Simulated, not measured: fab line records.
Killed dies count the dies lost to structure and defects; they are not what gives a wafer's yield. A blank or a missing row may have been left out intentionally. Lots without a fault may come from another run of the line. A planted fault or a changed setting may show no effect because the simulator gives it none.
A lot that was struck, set against a sound lot | flow nandHarc | 13 steps out of a route of 1302
Sound: wafers L919.2, L919.4, L919.5. Struck: wafers L926.2, L926.6. (L926.5 of the same lot was not struck and is left out.) The cause comes at the end.
At each step with rows: each side's tool, then ch and its chambers, then its first start. Under that, the readings that differ: sound wafers | struck wafers | difference of the means | sigmas: that difference in standard deviations of wafers without a fault.
alike: readings with means less than 2 such deviations apart, plus words and numbers identical on both sides. not compared: withheld readings, readings lacking a value on some wafer, bounds such as >300 that could conceal the same value, and numbers that have no deviation in the record and whose values overlap.
Wherever a step has rows on one side only, a row that says differs or no value, or a row with sigmas, the two part there. Numbers that have no deviation but don't overlap get no sigmas and don't part them. A reading missing from all wafers of one side parts the sides only when that side holds two or more wafers.

first, 1 step without rows for these wafers: NHARC_A_ONON_D1_DEP_06 (target thk 1000 nm).
NHARC_A_ONON_D1_THK_MEAS_08: measures by ellipsometry.
  sound: filmMetro-01 at day 10 15:27; struck: filmMetro-01 at day 13 18:11
  alike: thkNm
then, 1 step without rows for these wafers: NHARC_A_ONON_D1_DEP_09 (target thk 1000 nm).
NHARC_A_ONON_D1_THK_MEAS_11: measures by ellipsometry.
  sound: filmMetro-01 at day 10 16:01; struck: filmMetro-01 at day 13 18:45
  alike: thkNm
then, 1 step without rows for these wafers: NHARC_A_ONON_D1_DEP_12 (target thk 1000 nm).
NHARC_A_ONON_D1_THK_MEAS_14: measures by ellipsometry.
  sound: filmMetro-01 at day 10 16:34; struck: filmMetro-01 at day 13 19:19
  alike: thkNm
then, 2 steps without rows for these wafers: NHARC_A_ONON_D1_ANNEAL_15 (time 3600 s); NHARC_A_ONON_D1_DEP_16 (target thk 1000 nm).
NHARC_A_ONON_D1_THK_MEAS_18: measures by ellipsometry.
  sound: filmMetro-02 at day 11 00:10; struck: filmMetro-02 at day 14 06:05
  alike: thkNm
then, 1 step without rows for these wafers: NHARC_A_ONON_D1_DEP_19 (target thk 1000 nm).
NHARC_A_ONON_D1_THK_MEAS_21: measures by ellipsometry.
  sound: filmMetro-02 at day 11 00:44; struck: filmMetro-02 at day 14 06:40
  alike: thkNm
NHARC_A_ONON_D1_DEP_22: target thk 1000 nm.
  sound on pecvdOnon-02 ch 0, day 11 00:51; struck on pecvdOnon-02 ch 0, day 14 06:47
NHARC_A_ONON_D1_THK_MEAS_24: measures by ellipsometry.
  sound: filmMetro-01 at day 11 01:18; struck: filmMetro-01 at day 14 07:24
reading    | sound          | struck  | difference | sigmas
thkNm (nm) | 1001 1001 1000 | 943 943 | -58        | -7
  not compared: hold

WHERE THEY PART
Within this record, at NHARC_A_ONON_D1_THK_MEAS_24 only.

WHY: whatever the simulator had introduced
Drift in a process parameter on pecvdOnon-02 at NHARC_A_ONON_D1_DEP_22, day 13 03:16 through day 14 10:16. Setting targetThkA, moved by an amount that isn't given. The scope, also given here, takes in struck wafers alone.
